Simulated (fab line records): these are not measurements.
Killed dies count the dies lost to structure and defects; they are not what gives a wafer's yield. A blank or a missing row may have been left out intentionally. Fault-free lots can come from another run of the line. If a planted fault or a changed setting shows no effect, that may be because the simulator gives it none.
Chamber matching / flow n5-finfet / N5_BEOL_M2_ETCHBACK_99 on rie-diel-04 has 4 sister chambers
The step etches SiO2 in CHF3, target depth 5 nm, time 10.4 s. 4 wafers are shown with their chamber, then 9 later ones without.

## WAFERS, EACH WITH ITS CHAMBER
wafer=L078.6; chamber=1; throttle-valve-pct (%)=16.91
wafer=L082.6; chamber=0; throttle-valve-pct (%)=16.99
wafer=L083.1; chamber=3; throttle-valve-pct (%)=16.67
wafer=L083.6; chamber=2; throttle-valve-pct (%)=17.34

## WAFERS MISSING THEIR CHAMBER
wafer=L089.1; throttle-valve-pct (%)=17.39
wafer=L089.3; throttle-valve-pct (%)=16.71
wafer=L089.4; throttle-valve-pct (%)=16.70
wafer=L092.2; throttle-valve-pct (%)=16.73
wafer=L092.4; throttle-valve-pct (%)=16.90
wafer=L092.6; throttle-valve-pct (%)=16.92
wafer=L094.1; throttle-valve-pct (%)=16.88
wafer=L094.2; throttle-valve-pct (%)=17.03
wafer=L094.3; throttle-valve-pct (%)=16.94

## WHICH CHAMBER EACH WENT THROUGH
wafer=L089.1; from the rows above=2; in truth=2
wafer=L089.3; from the rows above=3; in truth=3
wafer=L089.4; from the rows above=3; in truth=3
wafer=L092.2; from the rows above=3; in truth=3
wafer=L092.4; from the rows above=1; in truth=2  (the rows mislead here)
wafer=L092.6; from the rows above=can't be placed: 1 or 0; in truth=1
wafer=L094.1; from the rows above=1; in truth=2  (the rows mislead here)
wafer=L094.2; from the rows above=0; in truth=0
wafer=L094.3; from the rows above=can't be placed: 1 or 0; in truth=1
5 of 9 placed correctly. Unplaceable from these rows: 2, with the true chamber sitting among the candidates in 2. Wrongly placed: 2.
How it was worked out, from the rows above alone: a wafer's distance from a chamber is the root of the sum, over the readings, of the square of ((its reading less the chamber's mean) divided by the reading's scatter). If the next closest chamber is less than 2 further off than the closest, the wafer can't be placed; otherwise it belongs to the closest. Each chamber's mean is taken over the wafers shown for it. The scatter (one wafer shown for each chamber): square how far every hidden wafer sits from the nearest shown wafer, average those squares and take the square root.
